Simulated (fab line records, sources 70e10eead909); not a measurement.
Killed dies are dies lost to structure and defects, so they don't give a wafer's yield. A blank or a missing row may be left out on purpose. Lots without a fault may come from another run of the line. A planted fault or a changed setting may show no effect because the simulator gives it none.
Problem report in the 8D (eight disciplines) form, filled by code | flow nand_harc | the parts of the form that need people (team, actions taken, sign-off) are left out

1. THE PROBLEM
thk_nm at NHARC_A_ONON_D2_THK_MEAS_24 reads a mean of 1545 nm on 2 wafers of 1 lot; wafers without a fault read 996 nm with a standard deviation of 7.6. That is +72 standard deviations from the usual mean.
The step: measures by ellipsometry.
First seen on wafer L751.4, day 21 06:28, on film_metro-01. The record holds 39 wafers of 13 lots with a number at this step. Rule for "out", or "out of limits": more than 4 standard deviations from the usual mean. The other wafers with a number count as sound.

2. WHAT IT IS AND WHAT IT IS NOT
question                    | is                | is not
which readings at this step | thk_nm            | -
which lots                  | L751              | L732, L733, L735, L736, L737, L738, L739, L740, L741, L742, L747, L753
which wafers of those lots  | L751.4, L751.5    | L751.1
read on which gauges        | film_metro-01     | film_metro-02
when                        | from day 21 06:28 | up to then (34 sound wafers); but 3 sound wafers of L753 came after

3. SUSPECTS, AND WHAT RULES EACH OUT
Counting: a tool at a process step up to the reading stays a suspect if it ran every lot that is out. Sound lots after the first of them don't rule it out here, since some wafers of a struck lot are sound.
- the gauge at NHARC_A_ONON_D2_THK_MEAS_24: kept. All the wafers that are out were read on film_metro-01, and no step on other tools shows them out.
- pecvd_onon-02 at NHARC_A_ONON_D2_DEP_22 (target thk 1000 nm): kept. It ran the lot that is out, L751 (day 21 05:56); its last sound lot up to then is L747 (day 19 06:29).
Left after counting: pecvd_onon-02 at NHARC_A_ONON_D2_DEP_22, film_metro-01 at NHARC_A_ONON_D2_THK_MEAS_24.

4. THE CAUSE (what the simulator had put in)
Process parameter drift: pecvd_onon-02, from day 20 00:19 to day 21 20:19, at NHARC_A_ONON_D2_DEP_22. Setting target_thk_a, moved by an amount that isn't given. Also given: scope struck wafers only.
Counting left 2 suspects, and this tool is among them.

5. THE CHAIN OF EFFECTS, in route order
Each row: a reading whose mean over the struck wafers that have a number lies more than 3 standard deviations from the usual. Only readings for which the record gives a usual standard deviation are gone through. hours: the time from each lot's start at the first step in this table that gives one to its start at this step, as a median over the lots. sigmas: the change in usual standard deviations.
hours | step                        | reading | usual  | on struck wafers | change | sigmas
0     | NHARC_A_ONON_D2_THK_MEAS_24 | thk_nm  | 996 nm | 1545             | +549   | +72

6. WHAT WOULD HAVE CAUGHT IT SOONER
In this record the first reading out of limits at a measuring or inspecting step was taken at day 21 06:28, 30 hours after the fault began at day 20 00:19.
Of the tool readings at NHARC_A_ONON_D2_DEP_22 for which the record gives a usual standard deviation, none was out on any struck wafer, so an alarm limit of 4 standard deviations on them would not have fired.
All the lots that are out (1) had begun NHARC_A_ONON_D2_DEP_22 on pecvd_onon-02 by day 21 06:28. A hold on the tool at that time would have spared none of them.
